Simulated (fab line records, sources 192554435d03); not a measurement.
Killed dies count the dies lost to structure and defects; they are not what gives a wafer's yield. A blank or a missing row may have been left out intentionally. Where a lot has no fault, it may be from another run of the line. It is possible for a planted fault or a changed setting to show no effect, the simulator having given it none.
What tool caused it? + flow n5-finfet + Sampling: 11 lots, 33 wafers, 2 of 1938 route steps

## WHAT THE GAUGES READ, wafer by wafer
N5_BEOL_M6_CD_MEAS_35: target cd 40 nm, target cd y 28 nm.
| lot  | measured     | on        | cd-nm (nm)     |
|------|--------------|-----------|----------------|
| L852 | day 8 21:15  | cd-sem-02 | 39.4 39.9 40.4 |
| L854 | day 9 08:28  | cd-sem-01 | 39.5 39.9 40.2 |
| L860 | day 11 05:55 | cd-sem-02 | 40.3 40.3 39.6 |
| L863 | day 11 13:21 | cd-sem-02 | 40.7 40.0 40.1 |
| L866 | day 12 17:05 | cd-sem-03 | 39.8 40.1 40.0 |
| L865 | day 12 17:29 | cd-sem-03 | 40.7 40.0 40.7 |
| L867 | day 12 20:52 | cd-sem-02 | 39.3 39.7 39.2 |
| L870 | day 13 10:22 | cd-sem-02 | 40.3 41.2 41.1 |
| L871 | day 14 00:37 | cd-sem-02 | 41.4 41.5 41.0 |
| L874 | day 14 10:52 | cd-sem-03 | 40.1 40.5 40.1 |
| L873 | day 15 02:07 | cd-sem-03 | 40.1 40.3 39.7 |

## WHICH TOOL RAN EACH LOT (tool, then ch and the chambers of the sampled wafers, then the start)
| lot  | N5_BEOL_M6_STRIP_36                |
|------|------------------------------------|
| L852 | rie-diel-06 ch 0,1,3, day 8 20:55  |
| L854 | rie-diel-06 ch 2,3, day 9 08:07    |
| L860 | rie-diel-05 ch 0,1,3, day 11 05:34 |
| L863 | rie-diel-05 ch 1,2,3, day 11 13:00 |
| L866 | rie-diel-02 ch 0,1,2, day 12 16:44 |
| L865 | rie-diel-05 ch 0,1,2, day 12 17:08 |
| L867 | rie-diel-06 ch 0,1,2, day 12 20:31 |
| L870 | rie-diel-06 ch 1,3, day 13 10:00   |
| L871 | rie-diel-06 ch 0,1,2, day 14 00:16 |
| L874 | rie-diel-06 ch 0,1,2, day 14 10:30 |
| L873 | rie-diel-06 ch 0,1,3, day 15 01:46 |
- N5_BEOL_M6_STRIP_36: strips in N2/H2.

## WHAT THE TOOLS THEMSELVES READ (means of the sampled wafers that have a number; where no wafer has one, the mark that the record gives instead)
N5_BEOL_M6_STRIP_36.
| lot  | tool        | drypump-motor-current-A (A) | oes-product-au (a.u.) | rf-vpp-V (V) | showerhead-plenum-p-Torr (Torr) | throttle-valve-pct (%) |
|------|-------------|-----------------------------|-----------------------|--------------|---------------------------------|------------------------|
| L852 | rie-diel-06 | 6.0                         | 0.81                  | 58.6         | 2.48                            | 23.8                   |
| L854 | rie-diel-06 | 6.0                         | 0.87                  | 59.0         | 2.46                            | 23.3                   |
| L860 | rie-diel-05 | 5.5                         | 0.81                  | 58.3         | 2.48                            | 23.6                   |
| L863 | rie-diel-05 | 5.7                         | 0.82                  | 59.7         | 2.52                            | 23.6                   |
| L866 | rie-diel-02 | 5.7                         | 0.70                  | 58.7         | 2.47                            | 23.9                   |
| L865 | rie-diel-05 | 5.6                         | 0.85                  | 59.6         | 2.51                            | 23.6                   |
| L867 | rie-diel-06 | 5.9                         | 0.83                  | 60.3         | 2.49                            | 23.6                   |
| L870 | rie-diel-06 | 6.1                         | 0.72                  | 58.5         | 2.46                            | 23.9                   |
| L871 | rie-diel-06 | 5.9                         | 0.81                  | 60.1         | 2.48                            | 23.6                   |
| L874 | rie-diel-06 | 5.9                         | 0.81                  | 59.8         | 2.48                            | 23.6                   |
| L873 | rie-diel-06 | 6.0                         | 0.75                  | 58.6         | 2.46                            | 23.9                   |

## THE ANSWER, worked out from the rows above alone
Rule: usual is defined by the lots themselves. The widest of any qualifying gaps counts: lots, ordered by their means at a reading, are off when they make up no more than a third of the lots, leave a main group of 4 or more, and stand apart from it by 3 or more times the standard deviation of that group's means. The tables above print the reading to a certain number of digits; a main group whose means all agree to those digits is not used. A lot without any number at a reading at which 4 lots or more have one is off too. All remaining lots with rows at the step are treated as sound. The gauges are gone through in route order, then the tools' own readings, and for those a lot's mean is taken as printed above. At the first step where some lot is off, the reading lying furthest off is the one used; lots without a number count as furthest.
No lot is off on any of the readings shown, so nothing can be concluded from this.

## WHAT HAD BEEN PUT IN BY THE SIMULATOR
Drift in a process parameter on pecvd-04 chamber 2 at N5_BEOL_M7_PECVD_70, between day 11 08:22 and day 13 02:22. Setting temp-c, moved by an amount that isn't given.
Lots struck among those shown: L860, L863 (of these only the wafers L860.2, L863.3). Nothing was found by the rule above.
